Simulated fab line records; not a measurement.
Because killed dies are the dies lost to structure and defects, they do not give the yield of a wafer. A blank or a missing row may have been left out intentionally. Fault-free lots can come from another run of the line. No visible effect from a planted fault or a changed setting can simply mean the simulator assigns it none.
Split-lot study	flow n5 finfet	route with 1938 steps; 7 lots, 21 wafers read

SPLIT DETAILS
At N5_MOL_CONTACT_COAG_VIA_ETCH_46 (etches SiO2 in C4F6/O2, target depth 46 nm, overetch 9.2 nm, time 40 s), the setting bias w was moved away from the recipe's 455 W on 3 of the 21 wafers read, by -6.3% to +15.6%. For the rest of the wafers, this setting stayed at what the recipe calls for.

The reading comes from the split's own step.

THE READING
rf vpp V, in V, at N5_MOL_CONTACT_COAG_VIA_ETCH_46 (etches SiO2 in C4F6/O2, target depth 46 nm, overetch 9.2 nm, time 40 s). Fault-free wafers of this fab line usually give 1578 V, standard deviation 21 V.

wafer	tool, chamber at the split	bias w as run, W	against the recipe	rf vpp V, V	against lot-mates on the recipe
L074.2	rie diel-01, 0	426.4	-6.3%	1484	-116
L074.4	rie diel-01, 3	455	recipe	1612	-
L074.6	rie diel-01, 2	455	recipe	1588	-
L084.3	rie diel-04, 0	511.6	+12.4%	1680	+120
L084.4	rie diel-04, 2	455	recipe	1579	-
L084.5	rie diel-04, 0	455	recipe	1541	-
L085.1	rie diel-02, 3	455	recipe	1577	-
L085.3	rie diel-02, 2	455	recipe	1575	-
L085.4	rie diel-02, 0	455	recipe	1574	-
L086.2	rie diel-04, 1	455	recipe	1580	-
L086.5	rie diel-04, 2	455	recipe	1579	-
L086.6	rie diel-04, 1	455	recipe	1580	-
L089.2	rie diel-04, 2	526.1	+15.6%	1758	+198
L089.5	rie diel-04, 0	455	recipe	1542	-
L089.6	rie diel-04, 2	455	recipe	1577	-
L090.1	rie diel-02, 2	455	recipe	1574	-
L090.2	rie diel-02, 1	455	recipe	1563	-
L090.6	rie diel-02, 0	455	recipe	1573	-
L093.1	rie diel-04, 3	455	recipe	1620	-
L093.2	rie diel-04, 2	455	recipe	1578	-
L093.5	rie diel-04, 2	455	recipe	1578	-

FIT RESULTS
A straight line over all 21 wafers: rf vpp V changes by +10.8 V for each +1% of bias w; r = +0.93; the points scatter about the line by 20 V.
The same after taking each lot's own level away (the mean of its wafers on the recipe; 21 wafers): +12.3 V for each +1%; r = +0.96; scatter 17 V.
The reading moves by 1.9e+02 V for the largest change in bias w, on that fit.
The lots' own levels span 1559.5 to 1600.0 V, that is 1.9 times the standard deviation above.
Hence the slope depends on the lot-to-lot level, as the two fits are not the same.
Check: with one of the wafers moved furthest among these (+15.6%) left out of the fit, the line predicts +177 V for it against its lot-mates. It came out at +198 V against them.
Tool readings at the split's step, against how far the setting was moved: rf vpp V r = +0.93.

ADDITIONAL SPLITS CARRIED BY THESE WAFERS
Note: prior to the reading, these wafers also went through further splits. Each is held against what the fit with the lots' levels taken away leaves over:
other split on the same wafers	wafers away from the commonest value	r with rf vpp V (lot level and that fit taken away)
N5_HKMG_FIN_ETCH_32 source w	7	+0.24
N5_GATE_CUT_COAT_27 spin rpm	5	+0.25
N5_MOL_CONTACT_COAG_ETCHBACK_135 time s	7	+0.14

THE FILE'S OWN FIT
rf vpp V changes by +12.2 V for each +1% of bias w, r = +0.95.
